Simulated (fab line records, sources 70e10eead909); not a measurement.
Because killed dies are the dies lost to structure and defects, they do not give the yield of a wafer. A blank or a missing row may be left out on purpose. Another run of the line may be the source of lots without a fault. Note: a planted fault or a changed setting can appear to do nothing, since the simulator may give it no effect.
A lot that was struck, set against a sound lot    flow nand-harc    13 out of 1302 route steps
Sound: wafers L221.2, L221.3, L221.5. Wafers L226.2, L226.3 were the ones struck. At the end, the cause is stated.
At each step with rows: each side's tool, then ch and its chambers, then its first start. Under that, the readings that differ: sound wafers    struck wafers    difference of the means    sigmas: that difference in standard deviations of wafers without a fault.
alike: readings whose means differ by less than 2 such deviations, and words and numbers that are the same on both sides. not compared: withheld readings, readings that some wafer has no value for, bounds like >300 that may hide the same value, and numbers for which the record gives no deviation and whose values overlap.
A row with sigmas, a row that says differs or no value, or rows on one side alone: a step with any of these is where the two part. When numbers do not overlap yet have no deviation, they are printed without sigmas and do not part them. A reading that every wafer of one side lacks parts them only if that side has two wafers or more.

first, 1 step without rows for these wafers: NHARC_THIN_TSV_SRD_23.
NHARC_THIN_TSV_DEGAS_53: time 60 s.
  sound: pvd-sputter-03 at day 25 01:28; struck: pvd-sputter-01 at day 27 11:10
  alike: heater-power-w
NHARC_THIN_TSV_PRE_CLEAN_54: time 30 s.
  sound: pvd-sputter-03 at day 25 01:31; struck: pvd-sputter-01 at day 27 11:14
  alike: heater-power-w
then, 8 steps without rows for these wafers: NHARC_THIN_TSV_PVD_55 (deposits TiN, target thk 50 nm); NHARC_THIN_TSV_PVD_24 (deposits Al, target thk 800 nm); NHARC_THIN_TSV_DEHYDRATE_25 (time 120 s); NHARC_THIN_TSV_HMDS_26 (time 30 s); NHARC_THIN_TSV_COAT_27; NHARC_THIN_TSV_SOFTBAKE_28 (time 95 s); NHARC_THIN_TSV_EBR_29; NHARC_THIN_TSV_EXPOSE_30 (exposes mask PAD).
NHARC_THIN_TSV_PEB_31: peb time 85 s.
  struck on litho-track-03, day 27 12:06; sound on litho-track-07 ch 0, day 25 02:23
  no value came back on the struck wafers for chill-plate-temp-C (C), exhaust-pa (Pa); on the sound wafers chill-plate-temp-C (C) reads 23.05 23.13 22.85
then, 1 step without rows for these wafers: NHARC_THIN_TSV_DEVELOP_32 (time 70 s).

WHERE THEY PART
NHARC_THIN_TSV_PEB_31 only, going by this record.

WHY: what had been put in by the simulator
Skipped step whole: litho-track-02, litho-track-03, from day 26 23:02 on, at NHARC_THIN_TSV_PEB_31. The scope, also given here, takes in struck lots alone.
